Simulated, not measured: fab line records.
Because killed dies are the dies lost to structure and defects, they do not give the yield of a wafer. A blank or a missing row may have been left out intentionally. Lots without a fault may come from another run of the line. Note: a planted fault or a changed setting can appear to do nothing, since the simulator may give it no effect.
Chamber matching	flow n5_finfet	ald_metal-03 running N5_HKMG_FIN_ALD_71: 4 sister chambers
The step deposits TiN, target thk 1 nm, pulse time 1 s, purge time 3 s. 4 wafers are shown with their chamber, then 9 later ones without.

WAFERS WITH THEIR CHAMBER
wafer	chamber	heater_power_w (W)
L079.4	3	1034
L080.2	1	923
L085.4	0	827
L085.5	2	808

WAFERS WITH NO CHAMBER GIVEN
wafer	heater_power_w (W)
L087.1	843
L087.2	1054
L087.3	831
L089.4	806
L089.5	826
L089.6	1015
L091.1	835
L091.3	806
L091.6	921

WHICH CHAMBER EACH ONE RAN IN
wafer	from the rows above	in truth
L087.1	can't be placed: 0 or 2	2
L087.2	3	3
L087.3	can't be placed: 0 or 2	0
L089.4	can't be placed: 2 or 0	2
L089.5	can't be placed: 0 or 2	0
L089.6	3	3
L091.1	can't be placed: 0 or 2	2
L091.3	can't be placed: 2 or 0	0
L091.6	1	1
Correctly placed: 3 of 9. Not placeable from these rows: 6 (in 6, the candidates include the true chamber). 0 placed wrongly.
How it was worked out, from the rows above alone: a wafer's distance from a chamber is the root of the sum, over the readings, of the square of ((its reading less the chamber's mean) divided by the reading's scatter). The wafer belongs to the nearest chamber; if the next one is less than 2 further off, it can't be placed. Each chamber's mean is taken over the wafers shown for it. The scatter: root of mean squared gap, hidden wafer to nearest shown wafer, with one shown wafer a chamber.
